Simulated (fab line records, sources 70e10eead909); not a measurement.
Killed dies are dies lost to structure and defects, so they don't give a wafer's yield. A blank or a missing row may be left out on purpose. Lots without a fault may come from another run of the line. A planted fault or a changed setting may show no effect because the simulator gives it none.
Which tool did it? | flow nand_harc | 23 lots, 69 wafers sampled, at 4 steps of a route of 1159

WHAT THE GAUGES READ, wafer by wafer
NHARC_A_SGD_CUT_CD_MEAS_09: target cd 100 nm. Usual: cd_nm 99.8 nm, standard deviation 0.6.
lot  | measured     | on        | cd_nm (nm)        | flag
L076 | day 13 16:38 | cd_sem-01 | 99.3 99.9 100.6   |
L074 | day 13 17:28 | cd_sem-01 | 99.6 99.2 98.2    |
L075 | day 14 04:03 | cd_sem-01 | 99.5 99.3 99.4    |
L077 | day 14 13:14 | cd_sem-01 | 100.7 99.8 99.7   |
L078 | day 14 13:01 | cd_sem-01 | 100.3 100.6 100.1 |
L079 | day 14 23:18 | cd_sem-03 | 99.7 99.6 99.5    |
L080 | day 14 23:09 | cd_sem-01 | 98.9 99.8 99.8    |
L082 | day 15 09:18 | cd_sem-03 | 99.9 99.8 99.7    |
L081 | day 15 09:46 | cd_sem-03 | 99.7 99.7 100.4   |
L084 | day 16 07:13 | cd_sem-01 | 100.0 99.8 100.5  |
L083 | day 16 07:51 | cd_sem-02 | 98.6 98.9 98.6    |
L085 | day 16 17:23 | cd_sem-02 | 99.5 100.0 99.5   |
L086 | day 16 15:22 | cd_sem-01 | 99.9 99.6 100.0   |
L087 | day 16 15:31 | cd_sem-01 | 100.4 99.5 99.8   |
L088 | day 17 11:56 | cd_sem-03 | 99.1 98.5 98.4    |
L089 | day 17 11:40 | cd_sem-02 | 100.4 100.7 99.5  |
L090 | day 17 11:22 | cd_sem-02 | 100.5 99.3 99.8   |
L091 | day 18 06:15 | cd_sem-02 | 98.8 99.0 99.5    |
L092 | day 18 04:30 | cd_sem-01 | 99.4 99.5 100.8   |
L094 | day 18 15:11 | cd_sem-02 | 100.0 100.1 99.0  |
L093 | day 18 15:29 | cd_sem-02 | 100.5 99.7 100.1  |
L097 | day 19 04:34 | cd_sem-03 | 99.9 100.3 100.2  |
L095 | day 19 04:23 | cd_sem-01 | 100.1 100.1 99.8  |

WHICH TOOL RAN EACH LOT (tool, then ch and the chambers of the sampled wafers, then the start)
lot  | NHARC_A_STAIRCASE_ETCHBACK_416                | NHARC_A_STAIRCASE_ETCH_444         | NHARC_A_STAIRCASE_ETCHBACK_422
L076 | rie_diel-04 ch 0,1,3, day 13 11:10 or earlier | rie_diel-11 ch 0,2,3, day 13 11:10 | rie_diel-11 ch 1,2, day 13 14:19
L074 | rie_diel-04 ch 1,2,3, day 13 10:58 or earlier | rie_diel-04 ch 0,3, day 13 10:58   | rie_diel-04 ch 1,2,3, day 13 15:07
L075 | rie_diel-11 ch 1,2,3, day 13 22:52 or earlier | rie_diel-09 ch 0,2,3, day 13 22:52 | rie_diel-04 ch 0,1,2, day 14 02:00
L077 | rie_diel-09 ch 0,1,2, day 14 07:44 or earlier | rie_diel-09 ch 0,2,3, day 14 07:44 | rie_diel-11 ch 0,2, day 14 11:11
L078 | rie_diel-04 ch 0,1,2, day 14 07:50 or earlier | rie_diel-04 ch 0,2,3, day 14 07:50 | rie_diel-11 ch 0,2, day 14 10:57
L079 | rie_diel-09 ch 1,2,3, day 14 17:35 or earlier | rie_diel-04 ch 0,1, day 14 17:35   | rie_diel-04 ch 1,2, day 14 21:11
L080 | rie_diel-09 ch 0,1, day 13 08:34              | rie_diel-11 ch 0,3, day 14 17:34   | rie_diel-09 ch 0,1,3, day 14 21:01
L082 | rie_diel-04 ch 0,1,2, day 15 03:39 or earlier | rie_diel-04 ch 0,2,3, day 15 03:39 | rie_diel-04 ch 0,2,3, day 15 07:02
L081 | rie_diel-04 ch 1,3, day 13 18:54              | rie_diel-11 ch 0,3, day 15 03:41   | rie_diel-11 ch 0,2,3, day 15 07:04
L084 | rie_diel-04 ch 0,1,2, day 16 01:13 or earlier | rie_diel-11 ch 1,2,3, day 16 01:13 | rie_diel-11 ch 0,1,2, day 16 05:11
L083 | rie_diel-04 ch 0,2,3, day 16 01:22 or earlier | rie_diel-04 ch 0,1,2, day 16 01:22 | rie_diel-09 ch 0,1,3, day 16 05:48
L085 | rie_diel-09 ch 0,1,2, day 16 11:43 or earlier | rie_diel-04 ch 1,2, day 16 11:43   | rie_diel-09 ch 1,2,3, day 16 15:21
L086 | rie_diel-09 ch 1,2,3, day 16 09:57 or earlier | rie_diel-04 ch 0,2, day 16 09:57   | rie_diel-04 ch 1,3, day 16 13:19
L087 | rie_diel-11 ch 0,1,3, day 16 09:44 or earlier | rie_diel-09 ch 0,1, day 16 09:44   | rie_diel-04 ch 0,1,3, day 16 13:24
L088 | rie_diel-09 ch 0,2,3, day 17 06:37 or earlier | rie_diel-09 ch 0,1,2, day 17 06:37 | rie_diel-04 ch 0,3, day 17 10:01
L089 | rie_diel-09 ch 0,1,3, day 17 06:05 or earlier | rie_diel-11 ch 1,3, day 17 06:05   | rie_diel-11 ch 0,2,3, day 17 09:36
L090 | rie_diel-04 ch 2,3, day 17 05:56 or earlier   | rie_diel-04 ch 1,2, day 17 05:56   | rie_diel-04 ch 1,2, day 17 09:20
L091 | rie_diel-09 ch 0,1, day 18 00:52 or earlier   | rie_diel-04 ch 0,1,3, day 18 00:52 | rie_diel-04 ch 0,2, day 18 03:59
L092 | rie_diel-09 ch 0,2,3, day 16 12:21            | rie_diel-04 ch 0,1,2, day 17 23:13 | rie_diel-11 ch 1,2, day 18 02:34
L094 | rie_diel-04 ch 1,2,3, day 18 09:50 or earlier | rie_diel-04 ch 2,3, day 18 09:50   | rie_diel-09 ch 1,2,3, day 18 13:12
L093 | rie_diel-04 ch 0,2, day 18 09:38 or earlier   | rie_diel-09 ch 0,2,3, day 18 09:38 | rie_diel-11 ch 0,3, day 18 13:15
L097 | rie_diel-09 ch 1,2,3, day 18 22:36 or earlier | rie_diel-09 ch 0,2,3, day 18 22:36 | rie_diel-11 ch 1,2,3, day 19 02:28
L095 | rie_diel-11 ch 0,2,3, day 17 13:03            | rie_diel-04 ch 2,3, day 18 22:34   | rie_diel-11 ch 0,1,3, day 19 02:14
- NHARC_A_STAIRCASE_ETCHBACK_416: etches the open film in C4F8/O2/Ar, target depth 36 nm, time 7.2 s.
- NHARC_A_STAIRCASE_ETCH_444: etches the open film in C4F8/O2, target depth 10200 nm, time 3400 s.
- NHARC_A_STAIRCASE_ETCHBACK_422: etches the open film in CH3F/O2, target depth 40 nm, time 74.286 s.

WHAT THE TOOLS THEMSELVES READ (means of the sampled wafers that have a number; where no wafer has one, the mark that the record gives instead)
NHARC_A_STAIRCASE_ETCHBACK_416. Usual: oes_product_au 0.95 a.u., standard deviation 0.035; rf_vpp_V 725 V, standard deviation 3.2.
lot  | tool        | oes_product_au (a.u.) | rf_vpp_V (V) | flag
L076 | rie_diel-04 | 0.93                  | 726          |
L074 | rie_diel-04 | 0.93                  | 725          |
L075 | rie_diel-11 | 0.92                  | 722          |
L077 | rie_diel-09 | 0.99                  | 727          |
L078 | rie_diel-04 | 0.93                  | 727          |
L079 | rie_diel-09 | 0.92                  | 724          |
L080 | rie_diel-09 | 0.91                  | 728          |
L082 | rie_diel-04 | 1.01                  | 727          |
L081 | rie_diel-04 | 0.93                  | 726          |
L084 | rie_diel-04 | 0.94                  | 727          |
L083 | rie_diel-04 | 1.01                  | 726          |
L085 | rie_diel-09 | 0.92                  | 727          |
L086 | rie_diel-09 | 0.92                  | 724          |
L087 | rie_diel-11 | 1.01                  | 721          |
L088 | rie_diel-09 | 1.01                  | 724          |
L089 | rie_diel-09 | 0.93                  | 724          |
L090 | rie_diel-04 | 1.00                  | 726          |
L091 | rie_diel-09 | 0.92                  | 727          |
L092 | rie_diel-09 | 0.93                  | 724          |
L094 | rie_diel-04 | 0.93                  | 726          |
L093 | rie_diel-04 | 0.93                  | 726          |
L097 | rie_diel-09 | 0.92                  | 725          |
L095 | rie_diel-11 | 0.92                  | 723          |

NHARC_A_STAIRCASE_ETCH_444. Usual: oes_product_au 0.935 a.u., standard deviation 0.016; rf_vpp_V 809 V, standard deviation 3.3.
lot  | tool        | oes_product_au (a.u.) | rf_vpp_V (V) | flag
L076 | rie_diel-11 | 0.924                 | 807          |
L074 | rie_diel-04 | 0.930                 | 808          |
L075 | rie_diel-09 | 0.971                 | 807          |
L077 | rie_diel-09 | 0.925                 | 808          |
L078 | rie_diel-04 | 0.983                 | 809          |
L079 | rie_diel-04 | 0.960                 | 811          |
L080 | rie_diel-11 | 0.934                 | 807          |
L082 | rie_diel-04 | 0.934                 | 809          |
L081 | rie_diel-11 | 0.928                 | 806          |
L084 | rie_diel-11 | 0.923                 | 805          |
L083 | rie_diel-04 | 0.938                 | 811          |
L085 | rie_diel-04 | 0.934                 | 812          |
L086 | rie_diel-04 | 0.924                 | 810          |
L087 | rie_diel-09 | 0.924                 | 812          |
L088 | rie_diel-09 | 0.921                 | 810          |
L089 | rie_diel-11 | 0.956                 | 804          |
L090 | rie_diel-04 | 0.932                 | 811          |
L091 | rie_diel-04 | 0.925                 | 809          |
L092 | rie_diel-04 | 0.928                 | 810          |
L094 | rie_diel-04 | 0.934                 | 809          |
L093 | rie_diel-09 | 0.929                 | 807          |
L097 | rie_diel-09 | 0.926                 | 807          |
L095 | rie_diel-04 | 0.934                 | 809          |

NHARC_A_STAIRCASE_ETCHBACK_422. Usual: drypump_motor_current_A 5.6 A, standard deviation 0.43; oes_product_au 0.97 a.u., standard deviation 0.038; rf_vpp_V 244.6 V, standard deviation 1.3; showerhead_plenum_p_Torr 2.48 Torr, standard deviation 0.077; throttle_valve_pct 20.663 %, standard deviation 0.0089.
lot  | tool        | drypump_motor_current_A (A) | oes_product_au (a.u.) | rf_vpp_V (V) | showerhead_plenum_p_Torr (Torr) | throttle_valve_pct (%) | flag
L076 | rie_diel-11 | 5.8                         | 0.99                  | 244.3        | 2.46                            | 20.660                 |
L074 | rie_diel-04 | 5.6                         | 1.01                  | 244.8        | 2.52                            | 20.657                 |
L075 | rie_diel-04 | 5.5                         | 1.01                  | 245.8        | 2.56                            | 20.661                 |
L077 | rie_diel-11 | 6.0                         | 0.93                  | 244.1        | 2.48                            | 20.659                 |
L078 | rie_diel-11 | 6.0                         | 0.93                  | 244.1        | 2.48                            | 20.664                 |
L079 | rie_diel-04 | 5.5                         | 1.01                  | 245.9        | 2.56                            | 20.662                 |
L080 | rie_diel-09 | 6.0                         | 0.92                  | 244.7        | 2.50                            | 20.668                 |
L082 | rie_diel-04 | 5.8                         | 0.99                  | 245.0        | 2.51                            | 20.652                 |
L081 | rie_diel-11 | 5.7                         | 0.99                  | 244.4        | 2.46                            | 20.657                 |
L084 | rie_diel-11 | 5.7                         | 1.00                  | 242.9        | 2.43                            | 20.650                 |
L083 | rie_diel-09 | 6.0                         | 0.93                  | 244.3        | 2.50                            | 20.678                 |
L085 | rie_diel-09 | 5.9                         | 0.92                  | 244.0        | 2.46                            | 20.664                 |
L086 | rie_diel-04 | 5.5                         | 0.93                  | 245.5        | 2.52                            | 20.664                 |
L087 | rie_diel-04 | 5.7                         | 0.93                  | 244.2        | 2.51                            | 20.650                 |
L088 | rie_diel-04 | 5.9                         | 0.93                  | 244.8        | 2.50                            | 20.668                 |
L089 | rie_diel-11 | 5.6                         | 0.99                  | 245.4        | 2.46                            | 20.672                 |
L090 | rie_diel-04 | 5.5                         | 1.01                  | 245.8        | 2.55                            | 20.650                 |
L091 | rie_diel-04 | 5.7                         | 1.00                  | 245.3        | 2.54                            | 20.673                 |
L092 | rie_diel-11 | 5.8                         | 0.99                  | 244.4        | 2.45                            | 20.668                 |
L094 | rie_diel-09 | 6.0                         | 0.93                  | 243.9        | 2.46                            | 20.660                 |
L093 | rie_diel-11 | 5.7                         | 0.99                  | 244.7        | 2.43                            | 20.675                 |
L097 | rie_diel-11 | 5.4                         | 0.92                  | 243.8        | 2.41                            | 20.666                 |
L095 | rie_diel-11 | 5.4                         | 0.92                  | 243.9        | 2.39                            | 20.667                 |

THE ANSWER, worked out from the rows above alone
Rule: a lot is off if the mean of its wafers that have a number lies more than 3 standard deviations from the usual mean. A lot without any number at a reading at which 4 lots or more have one is off too. The other lots that the step has rows for count as sound. The gauges are gone through in route order, then the tools' own readings, and for those a lot's mean is taken as printed above. The first step at which some lot is off is used, and at that step the reading that is off furthest; a lot without a number counts as furthest.
No lot is off at any reading shown: from this, nothing can be told.

WHAT THE SIMULATOR HAD PUT IN
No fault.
